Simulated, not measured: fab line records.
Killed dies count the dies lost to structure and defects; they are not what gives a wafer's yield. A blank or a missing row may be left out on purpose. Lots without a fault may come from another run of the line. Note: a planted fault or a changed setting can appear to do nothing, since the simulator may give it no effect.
Matching of chambers :: flow n5_finfet :: 4 sister chambers for N5_BEOL_M0_SAQP_SPACER2_ALD_26 on ald_sin-02
The step deposits SiO2, target thk 15 nm, pulse time 1 s, purge time 2 s. 8 wafers are shown with their chamber, then 8 later ones without.

## WAFERS, EACH WITH ITS CHAMBER
wafer: L075.2
chamber: 0
heater_power_w (W): 427
precursor_pulse_height_rel: 1.034

wafer: L078.1
chamber: 2
heater_power_w (W): 463
precursor_pulse_height_rel: 0.979

wafer: L078.5
chamber: 0
heater_power_w (W): 419
precursor_pulse_height_rel: 0.956

wafer: L079.6
chamber: 2
heater_power_w (W): 486
precursor_pulse_height_rel: 1.021

wafer: L085.1
chamber: 1
heater_power_w (W): 486
precursor_pulse_height_rel: 1.013

wafer: L085.4
chamber: 3
heater_power_w (W): 423
precursor_pulse_height_rel: 1.019

wafer: L085.6
chamber: 3
heater_power_w (W): 430
precursor_pulse_height_rel: 0.981

wafer: L086.1
chamber: 1
heater_power_w (W): 485
precursor_pulse_height_rel: 1.034

## WAFERS WITH NO CHAMBER GIVEN
wafer: L086.3
heater_power_w (W): 419
precursor_pulse_height_rel: 0.980

wafer: L086.5
heater_power_w (W): 479
precursor_pulse_height_rel: 1.010

wafer: L087.1
heater_power_w (W): 419
precursor_pulse_height_rel: 1.005

wafer: L087.4
heater_power_w (W): 488
precursor_pulse_height_rel: 1.019

wafer: L087.5
heater_power_w (W): 491
precursor_pulse_height_rel: 1.038

wafer: L091.2
heater_power_w (W): 491
precursor_pulse_height_rel: 0.996

wafer: L091.3
heater_power_w (W): 431
precursor_pulse_height_rel: 0.969

wafer: L091.6
heater_power_w (W): 489
precursor_pulse_height_rel: 1.021

## EACH ONE'S CHAMBER
wafer: L086.3
from the rows above: can't be placed: 0 or 3
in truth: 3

wafer: L086.5
from the rows above: can't be placed: 2 or 1
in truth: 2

wafer: L087.1
from the rows above: can't be placed: 0 or 3
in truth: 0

wafer: L087.4
from the rows above: can't be placed: 1 or 2
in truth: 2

wafer: L087.5
from the rows above: can't be placed: 1 or 2
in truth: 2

wafer: L091.2
from the rows above: can't be placed: 1 or 2
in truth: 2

wafer: L091.3
from the rows above: can't be placed: 3 or 0
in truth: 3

wafer: L091.6
from the rows above: can't be placed: 1 or 2
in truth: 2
Correctly placed: 0 of 8. Can't be placed from these rows: 8 (the true chamber is among the candidates in 8). 0 placed wrongly.
How it was worked out, from the rows above alone: a wafer's distance from a chamber is the root of the sum, over the readings, of the square of ((its reading less the chamber's mean) divided by the reading's scatter). The wafer belongs to the nearest chamber; if the next one is less than 2 further off, it can't be placed. Each chamber's mean is taken over the wafers shown for it. How the scatter is found: for the shown wafers, subtract from each reading the mean of its chamber, square and add these, divide the total by (wafers less chambers), then take the root.
